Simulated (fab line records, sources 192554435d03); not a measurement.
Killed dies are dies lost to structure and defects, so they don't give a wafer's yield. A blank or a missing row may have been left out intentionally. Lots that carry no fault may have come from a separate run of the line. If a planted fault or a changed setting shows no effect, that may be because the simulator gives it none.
One fault seen from 2 desks / flow n5Finfet / every desk sees just its own numbers, and what lay behind them comes last

== METROLOGY DESK ==
Lot by lot, what the gauges showed, no matter which tool ran the lot: averages of those sampled wafers that carry a number. If a lot's mean is further than 4 standard deviations from the usual mean, the lot is out of limits and carries the mark OUT (the distance appears in the brackets). It has 11 readings; the 7 that lie furthest out on some lot are the ones shown.
Columns: A = thkNm at N5_BEOL_M0_SAQP_THK_MEAS_05, usual 59.7 nm; B = DIBL_P at N5_BEOL_M4_RC_MEAS_101, usual 37.3 mV/V; C = IOFF_P at N5_BEOL_M4_RC_MEAS_101, usual 0.24 nA/um; D = ION_N at N5_BEOL_M4_RC_MEAS_101, usual 680 uA/um; E = ION_P at N5_BEOL_M4_RC_MEAS_101, usual 466 uA/um; F = SS_N at N5_BEOL_M4_RC_MEAS_101, usual 71.8 mV/dec; G = VT_N at N5_BEOL_M4_RC_MEAS_101, usual 249 mV
lot=L225; first seen here=day 5 18:50; A=59.4; B=34.5; C=0.20; D=675; E=463; F=71.1; G=248
lot=L227; first seen here=day 6 06:06; A=59.6; B=39.6; C=0.27; D=702; E=474; F=72.3; G=244
lot=L229; first seen here=day 6 16:58; A=60.3; B=35.8; C=0.25; D=676; E=468; F=71.7; G=248
lot=L231; first seen here=day 7 07:45; A=60.1; B=37.5; C=0.21; D=677; E=465; F=71.2; G=251
lot=L237; first seen here=day 9 17:56; A=59.5; B=38.3; C=0.27; D=672; E=464; F=72.9; G=249
lot=L240; first seen here=day 10 00:52; A=59.8; B=38.3; C=0.26; D=690; E=476; F=71.6; G=250
lot=L238; first seen here=day 10 01:08; A=59.3; B=37.9; C=0.23; D=679; E=468; F=71.8; G=248
lot=L241; first seen here=day 11 03:31; A=60.2; B=40.5; C=0.30; D=680; E=474; F=73.0; G=248
lot=L245; first seen here=day 11 07:09; A=58.6; B=37.6; C=0.22; D=683; E=463; F=71.9; G=247
lot=L242; first seen here=day 11 08:40; A=59.6; B=38.5; C=0.25; D=683; E=474; F=72.2; G=248
Finding of this desk: none of the 10 lots has anything out of limits.

== THE TOOL OWNER'S DESK: pecvd-01 ==
The tool's own readings at N5_BEOL_M0_SAQP_PECVD_03 (deposits SiCN from 3MS/NH3, target thk 12 nm, time 21.1 s): means of the sampled wafers that have a number, for each lot that ran on this tool. If a lot's mean is further than 4 standard deviations from the usual mean, the lot is out of limits and carries the mark OUT (the distance appears in the brackets).
Columns: A = runLengthS at N5_BEOL_M0_SAQP_PECVD_03, usual 51.2 s; B = showerheadPlenumPTorr at N5_BEOL_M0_SAQP_PECVD_03, usual 3.668 Torr; C = throttleValvePct at N5_BEOL_M0_SAQP_PECVD_03, usual 9.2 %
lot=L227; first seen here=day 6 05:53; A=51.6; B=3.666; C=8.9
lot=L229; first seen here=day 6 16:44; A=52.0; B=3.667; C=9.0
lot=L237; first seen here=day 9 17:44; A=47.7 (-5.8) OUT; B=3.673; C=9.0
lot=L240; first seen here=day 10 00:39; A=50.0; B=3.647; C=9.2
lot=L238; first seen here=day 10 00:56; A=49.9; B=3.675; C=9.0
This desk's finding: out of limits on L237; first on L237, day 9 17:44 (runLengthS at N5_BEOL_M0_SAQP_PECVD_03). In limits: L227, L229, L240, L238.

== PUT TOGETHER ==
On L237, at day 9 17:44, an alarm was possible from the tool owner's desk.
Nothing out of limits was seen by the metrology desk.
The metrology desk holds a record of L237, inside its limits.
All the named lots went through N5_BEOL_M0_SAQP_PECVD_03 on pecvd-01.

== WHAT HAD BEEN PUT IN BY THE SIMULATOR ==
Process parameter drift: pecvd-01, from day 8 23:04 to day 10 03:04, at N5_BEOL_M0_SAQP_PECVD_03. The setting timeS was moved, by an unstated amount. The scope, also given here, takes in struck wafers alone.
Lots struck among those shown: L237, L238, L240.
Delay in hours, fault start to first out-of-limits reading, by desk: the tool owner's desk at 19.
